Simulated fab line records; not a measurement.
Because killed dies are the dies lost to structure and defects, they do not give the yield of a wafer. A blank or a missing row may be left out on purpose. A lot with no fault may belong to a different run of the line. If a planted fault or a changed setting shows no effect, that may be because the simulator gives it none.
Lot-split experiment + flow n5-finfet + on a route of 1938 steps: 7 lots, 21 wafers read

## THE SPLIT
At N5_BEOL_M11_EXPOSE_25 (exposes mask V10), the setting dose-mj was moved away from the recipe's 85.5 on 8 of the 21 wafers read, by -7.4% to +6.0%. For the rest of the wafers, this setting stayed at what the recipe calls for.

## FROM THE SPLIT TO THE READING: what the file shows between them, 2 steps
- N5_BEOL_M11_PEB_26: peb time 60 s
- N5_BEOL_M11_DEVELOP_27: develop time 30 s

## THE READING
cd-nm (nm) at N5_BEOL_M11_CD_MEAS_28, where the cd target is 70 nm. Typical for fault-free wafers on this fab line: 70.2 nm, with standard deviation 0.88 nm.

| wafer  | tool, chamber at the split | dose-mj as run | against the recipe | cd-nm, nm | against lot-mates on the recipe |
|--------|----------------------------|----------------|--------------------|-----------|---------------------------------|
| L077.1 | arfi-scanner-01, 0         | 85.5           | recipe             | 71.6      | -                               |
| L077.2 | arfi-scanner-01, 0         | 85.5           | recipe             | 69.3      | -                               |
| L077.3 | arfi-scanner-01, 0         | 85.5           | recipe             | 70.2      | -                               |
| L082.2 | arfi-scanner-03, 0         | 83.63          | -2.2%              | 69.8      | -0.4                            |
| L082.3 | arfi-scanner-03, 0         | 85.5           | recipe             | 70.2      | -                               |
| L082.6 | arfi-scanner-03, 0         | 83.63          | -2.2%              | 69.0      | -1.2                            |
| L084.3 | arfi-scanner-02, 0         | 85.5           | recipe             | 70.2      | -                               |
| L084.5 | arfi-scanner-02, 0         | 90.66          | +6.0%              | 74.2      | +3.8                            |
| L084.6 | arfi-scanner-02, 0         | 85.5           | recipe             | 70.6      | -                               |
| L085.1 | arfi-scanner-03, 0         | 85.5           | recipe             | 70.0      | -                               |
| L085.5 | arfi-scanner-03, 0         | 88.17          | +3.1%              | 73.5      | +3.5                            |
| L085.6 | arfi-scanner-03, 0         | 88.17          | +3.1%              | 73.7      | +3.7                            |
| L087.2 | arfi-scanner-03, 0         | 85.5           | recipe             | 71.4      | -                               |
| L087.3 | arfi-scanner-03, 0         | 85.5           | recipe             | 70.4      | -                               |
| L087.6 | arfi-scanner-03, 0         | 80.74          | -5.6%              | 66.0      | -4.9                            |
| L089.2 | arfi-scanner-01, 0         | 85.5           | recipe             | 69.5      | -                               |
| L089.5 | arfi-scanner-01, 0         | 89.8           | +5.0%              | 75.5      | +6.0                            |
| L089.6 | arfi-scanner-01, 0         | 85.5           | recipe             | 69.5      | -                               |
| L093.2 | arfi-scanner-03, 0         | 85.5           | recipe             | 69.1      | -                               |
| L093.3 | arfi-scanner-03, 0         | 79.19          | -7.4%              | 63.1      | -6.6                            |
| L093.6 | arfi-scanner-03, 0         | 85.5           | recipe             | 70.4      | -                               |

FIT RESULTS
A straight line over all 21 wafers: cd-nm changes by +0.859 nm for each +1% of dose-mj; r = +0.95; the points scatter about the line by 0.83 nm.
The same after taking each lot's own level away (the mean of its wafers on the recipe; 21 wafers): +0.882 nm for each +1%; r = +0.96; scatter 0.81 nm.
The reading moves by 6.5 nm for the largest change in dose-mj, on that fit.
From 69.50 to 70.90 nm: that is the span of the lots' own levels, equal to 1.6 times the standard deviation above.
Consequently the slope shifts little with the lot-to-lot level, the two slopes agreeing.
Check: for one of the wafers moved furthest among these (-7.4%), held out of the fit, the line's prediction against its lot-mates is -6.15 nm. It came out at -6.65 nm against them.

## FILE'S OWN FIT
cd-nm changes by +0.881 nm for each +1% of dose-mj, r = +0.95.
